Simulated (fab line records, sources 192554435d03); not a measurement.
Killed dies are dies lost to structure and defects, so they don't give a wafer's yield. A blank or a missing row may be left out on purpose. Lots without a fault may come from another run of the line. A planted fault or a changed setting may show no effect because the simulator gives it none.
Split-lot experiment | flow n5_finfet | 7 lots, 21 wafers read, on a route of 1938 steps

THE SPLIT
At N5_BEOL_M1_DESCUM_33 (chemistry O2, time 7 s), the setting time_s was moved away from the recipe's 7 s on 5 of the 21 wafers read, by -17.7% to +8.4%. The other wafers ran this setting at the recipe's value.

FROM THE SPLIT TO THE READING: what the file shows between them, 3 steps
- N5_BEOL_M1_ETCH_77: etches underlayer in N2/H2, target depth 6.5 nm, time 5.2 s
- N5_BEOL_M1_ETCH_69: etches SiARC in CF4, target depth 15.6 nm, time 26 s
- N5_BEOL_M1_ALD_98: deposits SiO2, target thk 2.5 nm, pulse time 1 s, co reactant pulse time 1 s

THE READING
CAR-EUV_of_BEOL_M1_COAT_22.thk_nm (the simulator's own value, which no gauge read), in nm, at N5_BEOL_M1_ETCHBACK_99 (etches SiO2 in CHF3, target depth 5 nm, time 10.4 s). The file gives no usual value for it. The 16 wafers here that ran the recipe average 10.5 nm, standard deviation 0.12 nm.

wafer  | tool, chamber at the split | time_s as run, s | against the recipe | CAR-EUV_of_BEOL_M1_COAT_22.thk_nm, nm | against lot-mates on the recipe
L075.3 | rie_diel-05, 0,1           | 7                | recipe             | 10.6                                  | -
L075.4 | rie_diel-05, 1             | 7                | recipe             | 10.4                                  | -
L075.5 | rie_diel-05, 0,1           | 7                | recipe             | 10.4                                  | -
L076.2 | rie_diel-05, 2,1           | 7                | recipe             | 10.6                                  | -
L076.3 | rie_diel-05, 3             | 7                | recipe             | 10.6                                  | -
L076.6 | rie_diel-05, 2,1           | 7                | recipe             | 10.8                                  | -
L085.2 | rie_diel-06, 1,2,2         | 7                | recipe             | 10.6                                  | -
L085.3 | rie_diel-06, 1,2,2         | 7                | recipe             | 10.6                                  | -
L085.5 | rie_diel-06, 1,2,2         | 7                | recipe             | 10.6                                  | -
L086.3 | rie_diel-06, 1             | 7                | recipe             | 10.6                                  | -
L086.4 | rie_diel-06, 3             | 7.589            | +8.4%              | 10                                    | -0.5
L086.6 | rie_diel-06, 3             | 7                | recipe             | 10.4                                  | -
L087.1 | rie_diel-05, 1             | 6.587            | -5.9%              | 10.6                                  | +0.2
L087.4 | rie_diel-05, 1             | 6.587            | -5.9%              | 10.6                                  | +0.2
L087.2 | rie_diel-05, 2             | 7                | recipe             | 10.4                                  | -
L090.2 | rie_diel-06, 3,1           | 5.763            | -17.7%             | 11.2                                  | +0.8
L090.5 | rie_diel-06, 3,1           | 5.763            | -17.7%             | 11.2                                  | +0.8
L090.4 | rie_diel-06, 1             | 7                | recipe             | 10.4                                  | -
L096.1 | rie_diel-03, 1,0,2         | 7                | recipe             | 10.6                                  | -
L096.2 | rie_diel-03, 1,0,2         | 7                | recipe             | 10.4                                  | -
L096.3 | rie_diel-03, 1,0,2         | 7                | recipe             | 10.4                                  | -
Where a row lists several chambers, the file gives one row for several wafers and doesn't say which wafer went through which chamber.

THE FIT
A straight line over all 21 wafers: CAR-EUV_of_BEOL_M1_COAT_22.thk_nm changes by -0.0395 nm for each +1% of time_s; r = -0.88; the points scatter about the line by 0.13 nm.
The same after taking each lot's own level away (the mean of its wafers on the recipe; 21 wafers): -0.0462 nm for each +1%; r = -0.96; scatter 0.079 nm.
On that fit, the largest move of time_s shifts the reading by 0.82 nm.
The lots' own levels span 10.40 to 10.67 nm, that is 2.2 times the standard deviation above.
So the lot-to-lot level changes the slope: the two fits differ.
Check: with one of the wafers moved furthest among these (-17.7%) left out of the fit, the line predicts +0.806 nm for it against its lot-mates. It came out at +0.8 nm against them.

THE WHOLE CHAIN: every reading that the file lists as answering this split, in the file's order
step                   | what it does                                                | reading                                                                            | change (the file's fit)                | r (the file's)
N5_BEOL_M1_DESCUM_33   | chemistry O2, time 7 s                                      | CAR-EUV_of_BEOL_M1_COAT_22.thk_nm (the simulator's own value, which no gauge read) | -0.0427 nm for each +1% of the setting | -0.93
N5_BEOL_M1_ETCH_77     | etches underlayer in N2/H2, target depth 6.5 nm, time 5.2 s | CAR-EUV_of_BEOL_M1_COAT_22.thk_nm (the simulator's own value, which no gauge read) | -0.0447 nm for each +1% of the setting | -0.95
N5_BEOL_M1_ETCH_69     | etches SiARC in CF4, target depth 15.6 nm, time 26 s        | CAR-EUV_of_BEOL_M1_COAT_22.thk_nm (the simulator's own value, which no gauge read) | -0.0475 nm for each +1% of the setting | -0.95
N5_BEOL_M1_ETCHBACK_99 | etches SiO2 in CHF3, target depth 5 nm, time 10.4 s         | CAR-EUV_of_BEOL_M1_COAT_22.thk_nm (the simulator's own value, which no gauge read) | -0.0467 nm for each +1% of the setting | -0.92

THE FILE'S OWN FIT
CAR-EUV_of_BEOL_M1_COAT_22.thk_nm changes by -0.0467 nm for each +1% of time_s, r = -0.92.
